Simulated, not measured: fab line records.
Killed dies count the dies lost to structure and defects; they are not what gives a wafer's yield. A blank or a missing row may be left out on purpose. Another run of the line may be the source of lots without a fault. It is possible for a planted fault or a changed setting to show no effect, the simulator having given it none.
Which tool is to blame? / flow n5-finfet / Sampling: 24 lots, 72 wafers, 4 of 1938 route steps

== WHAT EACH GAUGE READ, for each wafer ==
N5_BEOL_M3_INSPECT_59: inspects for defects (darkfield). Usual: raw-defect-count at 76, with a standard deviation of 25.
lot=L076; measured=day 7 17:10; on=defect-inspect-02; raw-defect-count=78 67 63; flag=
lot=L074; measured=day 7 19:01; on=defect-inspect-01; raw-defect-count=58 82 82; flag=
lot=L075; measured=day 7 22:20; on=defect-inspect-02; raw-defect-count=89 60 49; flag=
lot=L077; measured=day 8 06:55; on=defect-inspect-02; raw-defect-count=64 69 38; flag=
lot=L078; measured=day 8 14:51; on=defect-inspect-01; raw-defect-count=48 114 103; flag=
lot=L079; measured=day 9 01:52; on=defect-inspect-01; raw-defect-count=69 83 70; flag=
lot=L081; measured=day 9 02:01; on=defect-inspect-01; raw-defect-count=66 50 56; flag=
lot=L080; measured=day 9 03:45; on=defect-inspect-01; raw-defect-count=59 106 82; flag=
lot=L082; measured=day 10 01:17; on=defect-inspect-01; raw-defect-count=142 107 96; flag=
lot=L084; measured=day 10 05:13; on=defect-inspect-01; raw-defect-count=59 51 87; flag=
lot=L083; measured=day 10 05:36; on=defect-inspect-01; raw-defect-count=57 60 71; flag=
lot=L085; measured=day 10 08:22; on=defect-inspect-01; raw-defect-count=60 56 57; flag=
lot=L086; measured=day 10 11:31; on=defect-inspect-01; raw-defect-count=85 96 94; flag=
lot=L087; measured=day 10 19:32; on=defect-inspect-01; raw-defect-count=94 86 107; flag=
lot=L088; measured=day 10 23:28; on=defect-inspect-01; raw-defect-count=56 107 138; flag=
lot=L089; measured=day 11 05:11; on=defect-inspect-01; raw-defect-count=132 67 64; flag=
lot=L090; measured=day 11 05:27; on=defect-inspect-01; raw-defect-count=142 150 77; flag=
lot=L091; measured=day 11 10:33; on=defect-inspect-02; raw-defect-count=56 64 95; flag=
lot=L093; measured=day 12 08:56; on=defect-inspect-02; raw-defect-count=93 67 93; flag=
lot=L092; measured=day 12 11:27; on=defect-inspect-02; raw-defect-count=47 46 47; flag=
lot=L095; measured=day 12 17:47; on=defect-inspect-02; raw-defect-count=63 81 60; flag=
lot=L094; measured=day 12 21:39; on=defect-inspect-02; raw-defect-count=86 37 94; flag=
lot=L096; measured=day 12 23:37; on=defect-inspect-02; raw-defect-count=40 39 46; flag=
lot=L097; measured=day 12 23:54; on=defect-inspect-02; raw-defect-count=51 79 38; flag=

== EACH LOT AND THE TOOL THAT RAN IT (in order: tool; ch and the chambers of the sampled wafers; start) ==
lot=L076; N5_BEOL_M3_ALD_84=ald-metal-01 ch 1,2,3, day 7 13:53; N5_BEOL_M3_ANNEAL_87=pvd-sputter-01, day 7 15:05; N5_BEOL_M3_SPUTTER_88=pvd-sputter-01, day 7 15:13
lot=L074; N5_BEOL_M3_ALD_84=ald-metal-04 ch 0,2, day 7 14:05; N5_BEOL_M3_ANNEAL_87=pvd-sputter-02, day 7 16:54; N5_BEOL_M3_SPUTTER_88=pvd-sputter-02, day 7 17:02
lot=L075; N5_BEOL_M3_ALD_84=ald-metal-04 ch 0,1, day 7 18:53; N5_BEOL_M3_ANNEAL_87=pvd-sputter-02, day 7 20:12; N5_BEOL_M3_SPUTTER_88=pvd-sputter-02, day 7 20:20
lot=L077; N5_BEOL_M3_ALD_84=ald-metal-01 ch 1,2,3, day 8 02:52; N5_BEOL_M3_ANNEAL_87=pvd-sputter-02, day 8 04:11; N5_BEOL_M3_SPUTTER_88=pvd-sputter-02, day 8 04:19
lot=L078; N5_BEOL_M3_ALD_84=ald-metal-01 ch 0,1,2, day 8 11:30; N5_BEOL_M3_ANNEAL_87=pvd-sputter-03, day 8 12:46; N5_BEOL_M3_SPUTTER_88=pvd-sputter-03, day 8 12:54
lot=L079; N5_BEOL_M3_ALD_84=ald-metal-04 ch 1,3, day 8 22:29; N5_BEOL_M3_ANNEAL_87=pvd-sputter-03, day 8 23:47; N5_BEOL_M3_SPUTTER_88=pvd-sputter-03, day 8 23:55
lot=L081; N5_BEOL_M3_ALD_84=ald-metal-01 ch 0,2,3, day 8 22:34; N5_BEOL_M3_ANNEAL_87=pvd-sputter-02, day 8 23:55; N5_BEOL_M3_SPUTTER_88=pvd-sputter-02, day 9 00:04
lot=L080; N5_BEOL_M3_ALD_84=ald-metal-04 ch 1,2, day 8 22:41; N5_BEOL_M3_ANNEAL_87=pvd-sputter-03, day 9 01:40; N5_BEOL_M3_SPUTTER_88=pvd-sputter-03, day 9 01:48
lot=L082; N5_BEOL_M3_ALD_84=ald-metal-01 ch 0,1,3, day 9 21:48; N5_BEOL_M3_ANNEAL_87=pvd-sputter-02, day 9 23:10; N5_BEOL_M3_SPUTTER_88=pvd-sputter-02, day 9 23:19
lot=L084; N5_BEOL_M3_ALD_84=ald-metal-04 ch 0,3, day 10 01:53; N5_BEOL_M3_ANNEAL_87=pvd-sputter-02, day 10 03:07; N5_BEOL_M3_SPUTTER_88=pvd-sputter-02, day 10 03:15
lot=L083; N5_BEOL_M3_ALD_84=ald-metal-01 ch 0,1,3, day 10 02:06; N5_BEOL_M3_ANNEAL_87=pvd-sputter-01, day 10 03:31; N5_BEOL_M3_SPUTTER_88=pvd-sputter-01, day 10 03:39
lot=L085; N5_BEOL_M3_ALD_84=ald-metal-01 ch 0,1, day 10 04:53; N5_BEOL_M3_ANNEAL_87=pvd-sputter-01, day 10 06:05; N5_BEOL_M3_SPUTTER_88=pvd-sputter-01, day 10 06:14
lot=L086; N5_BEOL_M3_ALD_84=ald-metal-01 ch 0,1,3, day 10 08:04; N5_BEOL_M3_ANNEAL_87=pvd-sputter-03, day 10 09:25; N5_BEOL_M3_SPUTTER_88=pvd-sputter-03, day 10 09:34
lot=L087; N5_BEOL_M3_ALD_84=ald-metal-04 ch 1,3, day 10 16:00; N5_BEOL_M3_ANNEAL_87=pvd-sputter-01, day 10 17:27; N5_BEOL_M3_SPUTTER_88=pvd-sputter-01, day 10 17:35
lot=L088; N5_BEOL_M3_ALD_84=ald-metal-02 ch 0,2,3, day 10 19:53; N5_BEOL_M3_ANNEAL_87=pvd-sputter-03, day 10 21:16; N5_BEOL_M3_SPUTTER_88=pvd-sputter-03, day 10 21:24
lot=L089; N5_BEOL_M3_ALD_84=ald-metal-01 ch 1,2, day 11 01:46; N5_BEOL_M3_ANNEAL_87=pvd-sputter-01, day 11 03:05; N5_BEOL_M3_SPUTTER_88=pvd-sputter-01, day 11 03:13
lot=L090; N5_BEOL_M3_ALD_84=ald-metal-04 ch 2,3, day 11 01:46; N5_BEOL_M3_ANNEAL_87=pvd-sputter-02, day 11 03:11; N5_BEOL_M3_SPUTTER_88=pvd-sputter-02, day 11 03:20
lot=L091; N5_BEOL_M3_ALD_84=ald-metal-02 ch 1,2,3, day 11 06:59; N5_BEOL_M3_ANNEAL_87=pvd-sputter-03, day 11 08:25; N5_BEOL_M3_SPUTTER_88=pvd-sputter-03, day 11 08:33
lot=L093; N5_BEOL_M3_ALD_84=ald-metal-02 ch 0,1,3, day 12 05:25; N5_BEOL_M3_ANNEAL_87=pvd-sputter-03, day 12 06:49; N5_BEOL_M3_SPUTTER_88=pvd-sputter-03, day 12 06:57
lot=L092; N5_BEOL_M3_ALD_84=ald-metal-01 ch 0,2,3, day 12 06:04; N5_BEOL_M3_ANNEAL_87=pvd-sputter-01, day 12 09:05; N5_BEOL_M3_SPUTTER_88=pvd-sputter-01, day 12 09:14
lot=L095; N5_BEOL_M3_ALD_84=ald-metal-04 ch 1,2,3, day 12 13:16; N5_BEOL_M3_ANNEAL_87=pvd-sputter-01, day 12 15:32; N5_BEOL_M3_SPUTTER_88=pvd-sputter-01, day 12 15:40
lot=L094; N5_BEOL_M3_ALD_84=ald-metal-04 ch 1,3, day 12 18:10; N5_BEOL_M3_ANNEAL_87=pvd-sputter-02, day 12 19:25; N5_BEOL_M3_SPUTTER_88=pvd-sputter-02, day 12 19:34
lot=L096; N5_BEOL_M3_ALD_84=ald-metal-04 ch 1,2,3, day 12 20:09; N5_BEOL_M3_ANNEAL_87=pvd-sputter-01, day 12 21:29; N5_BEOL_M3_SPUTTER_88=pvd-sputter-01, day 12 21:37
lot=L097; N5_BEOL_M3_ALD_84=ald-metal-01 ch 0,2,3, day 12 20:26; N5_BEOL_M3_ANNEAL_87=pvd-sputter-02, day 12 21:40; N5_BEOL_M3_SPUTTER_88=pvd-sputter-02, day 12 21:49
- N5_BEOL_M3_ALD_84: deposits TaN, pulse time 2 s, purge time 3 s, co reactant purge time 2 s.
- N5_BEOL_M3_ANNEAL_87: time 240 s.
- N5_BEOL_M3_SPUTTER_88: material Cu, target thk 4.5 nm, time 8.29 s.

== WHAT THE TOOLS THEMSELVES READ (means of the sampled wafers that have a number; where no wafer has one, the mark that the record gives instead) ==
N5_BEOL_M3_ALD_84. Usual: heater-power-w at 396 W, with a standard deviation of 30.
lot=L076; tool=ald-metal-01; heater-power-w (W)=374; flag=
lot=L074; tool=ald-metal-04; heater-power-w (W)=413; flag=
lot=L075; tool=ald-metal-04; heater-power-w (W)=426; flag=
lot=L077; tool=ald-metal-01; heater-power-w (W)=373; flag=
lot=L078; tool=ald-metal-01; heater-power-w (W)=377; flag=
lot=L079; tool=ald-metal-04; heater-power-w (W)=434; flag=
lot=L081; tool=ald-metal-01; heater-power-w (W)=375; flag=
lot=L080; tool=ald-metal-04; heater-power-w (W)=402; flag=
lot=L082; tool=ald-metal-01; heater-power-w (W)=383; flag=
lot=L084; tool=ald-metal-04; heater-power-w (W)=442; flag=
lot=L083; tool=ald-metal-01; heater-power-w (W)=386; flag=
lot=L085; tool=ald-metal-01; heater-power-w (W)=389; flag=
lot=L086; tool=ald-metal-01; heater-power-w (W)=387; flag=
lot=L087; tool=ald-metal-04; heater-power-w (W)=423; flag=
lot=L088; tool=ald-metal-02; heater-power-w (W)=403; flag=
lot=L089; tool=ald-metal-01; heater-power-w (W)=367; flag=
lot=L090; tool=ald-metal-04; heater-power-w (W)=426; flag=
lot=L091; tool=ald-metal-02; heater-power-w (W)=387; flag=
lot=L093; tool=ald-metal-02; heater-power-w (W)=377; flag=
lot=L092; tool=ald-metal-01; heater-power-w (W)=369; flag=
lot=L095; tool=ald-metal-04; heater-power-w (W)=421; flag=
lot=L094; tool=ald-metal-04; heater-power-w (W)=437; flag=
lot=L096; tool=ald-metal-04; heater-power-w (W)=419; flag=
lot=L097; tool=ald-metal-01; heater-power-w (W)=376; flag=

N5_BEOL_M3_ANNEAL_87. Usual: heater-power-w at 854 W, with a standard deviation of 130.
lot=L076; tool=pvd-sputter-01; heater-power-w (W)=806; flag=
lot=L074; tool=pvd-sputter-02; heater-power-w (W)=774; flag=
lot=L075; tool=pvd-sputter-02; heater-power-w (W)=670; flag=
lot=L077; tool=pvd-sputter-02; heater-power-w (W)=812; flag=
lot=L078; tool=pvd-sputter-03; heater-power-w (W)=909; flag=
lot=L079; tool=pvd-sputter-03; heater-power-w (W)=922; flag=
lot=L081; tool=pvd-sputter-02; heater-power-w (W)=786; flag=
lot=L080; tool=pvd-sputter-03; heater-power-w (W)=781; flag=
lot=L082; tool=pvd-sputter-02; heater-power-w (W)=791; flag=
lot=L084; tool=pvd-sputter-02; heater-power-w (W)=997; flag=
lot=L083; tool=pvd-sputter-01; heater-power-w (W)=818; flag=
lot=L085; tool=pvd-sputter-01; heater-power-w (W)=819; flag=
lot=L086; tool=pvd-sputter-03; heater-power-w (W)=867; flag=
lot=L087; tool=pvd-sputter-01; heater-power-w (W)=850; flag=
lot=L088; tool=pvd-sputter-03; heater-power-w (W)=750; flag=
lot=L089; tool=pvd-sputter-01; heater-power-w (W)=847; flag=
lot=L090; tool=pvd-sputter-02; heater-power-w (W)=813; flag=
lot=L091; tool=pvd-sputter-03; heater-power-w (W)=890; flag=
lot=L093; tool=pvd-sputter-03; heater-power-w (W)=889; flag=
lot=L092; tool=pvd-sputter-01; heater-power-w (W)=826; flag=
lot=L095; tool=pvd-sputter-01; heater-power-w (W)=847; flag=
lot=L094; tool=pvd-sputter-02; heater-power-w (W)=870; flag=
lot=L096; tool=pvd-sputter-01; heater-power-w (W)=863; flag=
lot=L097; tool=pvd-sputter-02; heater-power-w (W)=819; flag=

N5_BEOL_M3_SPUTTER_88. Usual: chuck-gas-flow-sccm 1.27 sccm, standard deviation 0.055; chuck-sensor-temp-C -15.9 C, standard deviation 0.49; throttle-valve-pct 30.6 %, standard deviation 1.3.
lot=L076; tool=pvd-sputter-01; chuck-gas-flow-sccm (sccm)=1.24; chuck-sensor-temp-C (C)=-15.9; throttle-valve-pct (%)=29.9; flag=
lot=L074; tool=pvd-sputter-02; chuck-gas-flow-sccm (sccm)=1.30; chuck-sensor-temp-C (C)=-16.0; throttle-valve-pct (%)=31.9; flag=
lot=L075; tool=pvd-sputter-02; chuck-gas-flow-sccm (sccm)=1.30; chuck-sensor-temp-C (C)=-16.2; throttle-valve-pct (%)=32.2; flag=
lot=L077; tool=pvd-sputter-02; chuck-gas-flow-sccm (sccm)=1.26; chuck-sensor-temp-C (C)=-16.5; throttle-valve-pct (%)=31.9; flag=
lot=L078; tool=pvd-sputter-03; chuck-gas-flow-sccm (sccm)=1.27; chuck-sensor-temp-C (C)=-16.0; throttle-valve-pct (%)=28.9; flag=
lot=L079; tool=pvd-sputter-03; chuck-gas-flow-sccm (sccm)=1.25; chuck-sensor-temp-C (C)=-15.6; throttle-valve-pct (%)=29.9; flag=
lot=L081; tool=pvd-sputter-02; chuck-gas-flow-sccm (sccm)=1.25; chuck-sensor-temp-C (C)=-16.1; throttle-valve-pct (%)=31.7; flag=
lot=L080; tool=pvd-sputter-03; chuck-gas-flow-sccm (sccm)=1.26; chuck-sensor-temp-C (C)=-16.0; throttle-valve-pct (%)=28.8; flag=
lot=L082; tool=pvd-sputter-02; chuck-gas-flow-sccm (sccm)=1.25; chuck-sensor-temp-C (C)=-16.0; throttle-valve-pct (%)=31.9; flag=
lot=L084; tool=pvd-sputter-02; chuck-gas-flow-sccm (sccm)=1.24; chuck-sensor-temp-C (C)=-16.1; throttle-valve-pct (%)=30.9; flag=
lot=L083; tool=pvd-sputter-01; chuck-gas-flow-sccm (sccm)=1.28; chuck-sensor-temp-C (C)=-16.0; throttle-valve-pct (%)=29.8; flag=
lot=L085; tool=pvd-sputter-01; chuck-gas-flow-sccm (sccm)=1.26; chuck-sensor-temp-C (C)=-16.0; throttle-valve-pct (%)=29.9; flag=
lot=L086; tool=pvd-sputter-03; chuck-gas-flow-sccm (sccm)=1.24; chuck-sensor-temp-C (C)=-15.9; throttle-valve-pct (%)=29.7; flag=
lot=L087; tool=pvd-sputter-01; chuck-gas-flow-sccm (sccm)=1.26; chuck-sensor-temp-C (C)=-15.9; throttle-valve-pct (%)=29.7; flag=
lot=L088; tool=pvd-sputter-03; chuck-gas-flow-sccm (sccm)=1.26; chuck-sensor-temp-C (C)=-15.7; throttle-valve-pct (%)=30.8; flag=
lot=L089; tool=pvd-sputter-01; chuck-gas-flow-sccm (sccm)=1.25; chuck-sensor-temp-C (C)=-15.6; throttle-valve-pct (%)=30.5; flag=
lot=L090; tool=pvd-sputter-02; chuck-gas-flow-sccm (sccm)=1.26; chuck-sensor-temp-C (C)=-16.4; throttle-valve-pct (%)=31.9; flag=
lot=L091; tool=pvd-sputter-03; chuck-gas-flow-sccm (sccm)=1.25; chuck-sensor-temp-C (C)=-15.8; throttle-valve-pct (%)=31.0; flag=
lot=L093; tool=pvd-sputter-03; chuck-gas-flow-sccm (sccm)=1.32; chuck-sensor-temp-C (C)=-15.7; throttle-valve-pct (%)=31.0; flag=
lot=L092; tool=pvd-sputter-01; chuck-gas-flow-sccm (sccm)=1.22; chuck-sensor-temp-C (C)=-15.8; throttle-valve-pct (%)=30.7; flag=
lot=L095; tool=pvd-sputter-01; chuck-gas-flow-sccm (sccm)=1.24; chuck-sensor-temp-C (C)=-15.7; throttle-valve-pct (%)=29.6; flag=
lot=L094; tool=pvd-sputter-02; chuck-gas-flow-sccm (sccm)=1.29; chuck-sensor-temp-C (C)=-16.0; throttle-valve-pct (%)=31.2; flag=
lot=L096; tool=pvd-sputter-01; chuck-gas-flow-sccm (sccm)=1.21; chuck-sensor-temp-C (C)=-15.6; throttle-valve-pct (%)=30.7; flag=
lot=L097; tool=pvd-sputter-02; chuck-gas-flow-sccm (sccm)=1.27; chuck-sensor-temp-C (C)=-16.3; throttle-valve-pct (%)=31.7; flag=

== THE ANSWER, worked out from the rows above alone ==
Rule: take the mean of a lot's wafers that have a number; if it is more than 3 standard deviations from the usual mean, the lot is off. A lot without any number at a reading at which 4 lots or more have one is off too. Where the step has rows for the other lots, those lots are counted as sound. After the gauges, taken in route order, come the tools' own readings; for these a lot's mean is taken, as printed above. At the first step where some lot is off, the reading lying furthest off is the one used; lots without a number count as furthest.
Nothing can be told from this: no lot is off at any reading shown.

== WHAT HAD BEEN PUT IN BY THE SIMULATOR ==
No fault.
